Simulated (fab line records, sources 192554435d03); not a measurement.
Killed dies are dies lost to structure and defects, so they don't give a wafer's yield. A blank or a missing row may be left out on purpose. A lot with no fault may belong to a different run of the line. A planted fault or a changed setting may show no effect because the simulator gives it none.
Comparing a struck lot with a sound one -- flow n5 finfet -- 15 steps out of a route of 1938
Sound: wafers L236.1, L236.3, L236.5. Struck: wafer L241.5. (L241.2, L241.4 of the same lot were not struck and are left out.) The cause comes at the end.
Order at every step that has rows: each side's tool, ch and its chambers, its first start. Under that, the readings that differ: sound wafers -- struck wafers -- difference of the means -- sigmas: that difference in standard deviations of wafers without a fault.
alike: readings with means less than 2 such deviations apart, plus words and numbers identical on both sides. not compared: withheld readings, readings lacking a value on some wafer, bounds such as >300 that could conceal the same value, and numbers that have no deviation in the record and whose values overlap.
The two part at a step that has a row with sigmas, a row that says differs or no value, or rows on one side only. When numbers do not overlap yet have no deviation, they are printed without sigmas and do not part them. A reading that every wafer of one side lacks parts them only if that side has two wafers or more.

N5_BEOL_M3_DESCUM_33: chemistry O2, time 7 s.
  sound on rie diel-04 ch 0,1,3, day 9 06:40; struck on rie diel-04 ch 1, day 10 06:31
  alike: drypump motor current A, oes product au, rf vpp V, showerhead plenum p Torr, temp c, throttle valve pct
  not compared: rf hours counter h
then, 1 step without rows for these wafers: N5_BEOL_M3_ETCH_77 (etches underlayer in N2/H2, target depth 6.5 nm, time 5.2 s).
N5_BEOL_M3_ETCH_69: etches SiARC in CF4, target depth 15.6 nm, time 26 s.
  sound on rie diel-04 ch 0,1,3, day 9 06:43; struck on rie diel-04 ch 1, day 10 06:35
  alike: drypump motor current A, etch rf on time s, oes product au, rf vpp V, showerhead plenum p Torr, throttle valve pct
  not compared: rf hours counter h
then, 1 step without rows for these wafers: N5_BEOL_M3_ALD_98 (deposits SiO2, target thk 2.5 nm, pulse time 1 s, co reactant pulse time 1 s).
N5_BEOL_M3_ETCHBACK_99: etches SiO2 in CHF3, target depth 5 nm, time 10.4 s.
  sound on rie diel-04 ch 0,1,3, day 9 07:00; struck on rie diel-04 ch 0, day 10 08:48
  alike: drypump motor current A, oes_ar_750_au, oes product au, rf vpp V, showerhead plenum p Torr, throttle valve pct
  not compared: rf hours counter h
then, 3 steps without rows for these wafers: N5_BEOL_M3_ETCH_70 (etches SOC in N2/H2, target depth 80 nm, overetch 16 nm, time 120 s); N5_BEOL_M3_STRIP_71 (strips in N2/H2); N5_BEOL_M3_STRIP_78 (strips in N2/H2).
N5_BEOL_M3_VIA_ETCH_34: etches the open film in C4F6/O2, target depth 69.4 nm, time 65.9 s.
  sound on rie diel-04 ch 0,1,3, day 9 07:08; struck on rie diel-04 ch 0, day 10 08:56
  alike: drypump motor current A, oes_ar_750_au, oes product au, rf vpp V, showerhead plenum p Torr, throttle valve pct
  not compared: rf hours counter h
then, 3 steps without rows for these wafers: N5_BEOL_M3_STRIP_83 (strips in C4F6/O2); N5_BEOL_M3_STRIP_36 (strips in N2/H2); N5_BEOL_M3_TRENCH_ETCH_37 (etches SiOC in C4F6/O2, target depth 55.555 nm, time 29.2 s).
N5_BEOL_M3_ETCH_41: etches SiCN in CH3F/O2, target depth 29.9 nm, time 52.5 s.
  sound on rie diel-04 ch 0,1,3, day 9 07:16; struck on rie diel-04 ch 0, day 10 09:04
reading,sound,struck,difference,sigmas
oes product au (a.u.),0.69 0.74 0.71,0.93,+0.22,+2
model.etch.depth nm (nm),19.53 19.53 19.58,31.05,+11.50,
  alike: drypump motor current A, rf vpp V, showerhead plenum p Torr, throttle valve pct
  not compared: rf hours counter h
N5_BEOL_M3_STRIP_97: strips in N2/H2, time 10 s.
  sound on rie diel-04 ch 0,1,3; struck on rie diel-04 ch 0
  alike: drypump motor current A, oes product au, rf vpp V, showerhead plenum p Torr, temp c, throttle valve pct
  not compared: rf hours counter h
N5_BEOL_M4_RC_MEAS_101:
  sound on prober-02 ch 0, day 10 02:19; struck on prober-02 ch 0, day 11 01:29
  alike: DIBL_N, DIBL_P, IOFF_N, IOFF_P, ION_N, ION_P, SS_N, SS_P, VT_N, VT_P

## WHERE THEY PART
N5_BEOL_M3_ETCH_41 only, going by this record. Later steps at which nothing parts them and some readings are alike: N5_BEOL_M3_STRIP_97, N5_BEOL_M4_RC_MEAS_101.

WHY: what had been put in by the simulator
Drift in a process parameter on rie diel-04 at N5_BEOL_M3_ETCH_41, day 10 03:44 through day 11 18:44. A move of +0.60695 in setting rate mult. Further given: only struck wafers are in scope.
